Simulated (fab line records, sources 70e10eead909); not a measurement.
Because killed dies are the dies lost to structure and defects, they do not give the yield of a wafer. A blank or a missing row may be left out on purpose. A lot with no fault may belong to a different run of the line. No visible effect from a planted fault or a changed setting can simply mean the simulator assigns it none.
Matching of chambers | flow nand harc | ald sin-01 running NHARC_P_GATE_ALD_36: 4 sister chambers
The step deposits SiNx, target thk 20 nm, pulse time 60 s, ald cycles 223. 4 wafers are shown with their chamber, then 7 later ones without.

== EACH WAFER AND ITS CHAMBER ==
wafer  | chamber | heater power outer w (W)
L086.6 | 1       | 451
L086.5 | 2       | 434
L090.3 | 3       | 477
L090.1 | 0       | 483

== WAFERS WHOSE CHAMBER IS MISSING ==
wafer  | heater power outer w (W)
L090.5 | 461
L092.2 | 492
L092.3 | 430
L092.6 | 486
L095.4 | 427
L095.2 | 490
L095.6 | 440

== WHICH CHAMBER EACH WENT THROUGH ==
wafer  | from the rows above          | in truth
L090.5 | can't be placed: 1 or 3 or 0 | 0
L092.2 | can't be placed: 0 or 3      | 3
L092.3 | 2                            | 2
L092.6 | can't be placed: 0 or 3      | 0
L095.4 | 2                            | 2
L095.2 | can't be placed: 0 or 3      | 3
L095.6 | can't be placed: 2 or 1      | 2
Correct placement for 2 of the 7. Cannot be placed on the basis of these rows: 5; the candidates contain the true chamber in 5. Placed wrongly: 0.
How it was worked out, from the rows above alone: a wafer's distance from a chamber is the root of the sum, over the readings, of the square of ((its reading less the chamber's mean) divided by the reading's scatter). If the next closest chamber is less than 2 further off than the closest, the wafer can't be placed; otherwise it belongs to the closest. A chamber's mean is the mean of its shown wafers. The scatter: root of mean squared gap, hidden wafer to nearest shown wafer, with one shown wafer a chamber.
